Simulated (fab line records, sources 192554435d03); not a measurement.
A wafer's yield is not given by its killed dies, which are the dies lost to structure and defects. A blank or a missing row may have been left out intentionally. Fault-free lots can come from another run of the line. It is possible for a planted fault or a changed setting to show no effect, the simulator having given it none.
Chamber matching :: flow n5 finfet :: rie diel-05 running N5_BEOL_M5_DESCUM_33: 4 sister chambers
The step chemistry O2, time 7 s. 8 wafers are shown with their chamber, then 7 later ones without.

== EACH WAFER AND ITS CHAMBER ==
wafer: L083.5
chamber: 0
showerhead plenum p Torr (Torr): 1.97
throttle valve pct (%): 20.50

wafer: L083.6
chamber: 1
showerhead plenum p Torr (Torr): 2.08
throttle valve pct (%): 20.77

wafer: L085.4
chamber: 0
showerhead plenum p Torr (Torr): 1.96
throttle valve pct (%): 20.51

wafer: L089.2
chamber: 3
showerhead plenum p Torr (Torr): 2.21
throttle valve pct (%): 20.33

wafer: L089.5
chamber: 3
showerhead plenum p Torr (Torr): 2.21
throttle valve pct (%): 20.32

wafer: L089.6
chamber: 2
showerhead plenum p Torr (Torr): 2.01
throttle valve pct (%): 20.57

wafer: L093.1
chamber: 2
showerhead plenum p Torr (Torr): 2.01
throttle valve pct (%): 20.58

wafer: L093.2
chamber: 1
showerhead plenum p Torr (Torr): 2.07
throttle valve pct (%): 20.81

== WAFERS WHOSE CHAMBER IS MISSING ==
wafer: L093.4
showerhead plenum p Torr (Torr): 2.22
throttle valve pct (%): 20.23

wafer: L095.3
showerhead plenum p Torr (Torr): 2.07
throttle valve pct (%): 20.81

wafer: L095.5
showerhead plenum p Torr (Torr): 2.07
throttle valve pct (%): 20.81

wafer: L095.6
showerhead plenum p Torr (Torr): 2.01
throttle valve pct (%): 20.60

wafer: L096.1
showerhead plenum p Torr (Torr): 2.22
throttle valve pct (%): 20.26

wafer: L096.2
showerhead plenum p Torr (Torr): 2.07
throttle valve pct (%): 20.82

wafer: L096.4
showerhead plenum p Torr (Torr): 2.01
throttle valve pct (%): 20.59

== CHAMBER TAKEN BY EACH ==
wafer: L093.4
from the rows above: 3
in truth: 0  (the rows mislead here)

wafer: L095.3
from the rows above: 1
in truth: 1

wafer: L095.5
from the rows above: 1
in truth: 1

wafer: L095.6
from the rows above: 2
in truth: 2

wafer: L096.1
from the rows above: 3
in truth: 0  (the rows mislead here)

wafer: L096.2
from the rows above: 1
in truth: 1

wafer: L096.4
from the rows above: 2
in truth: 2
Correct placement for 5 of the 7. Number that these rows cannot place: 0. Number placed wrongly: 2.
How it was worked out, from the rows above alone: a wafer's distance from a chamber is the root of the sum, over the readings, of the square of ((its reading less the chamber's mean) divided by the reading's scatter). The wafer belongs to the nearest chamber; if the next one is less than 2 further off, it can't be placed. The mean given for a chamber averages the wafers shown for that chamber. How the scatter is found: for the shown wafers, subtract from each reading the mean of its chamber, square and add these, divide the total by (wafers less chambers), then take the root.
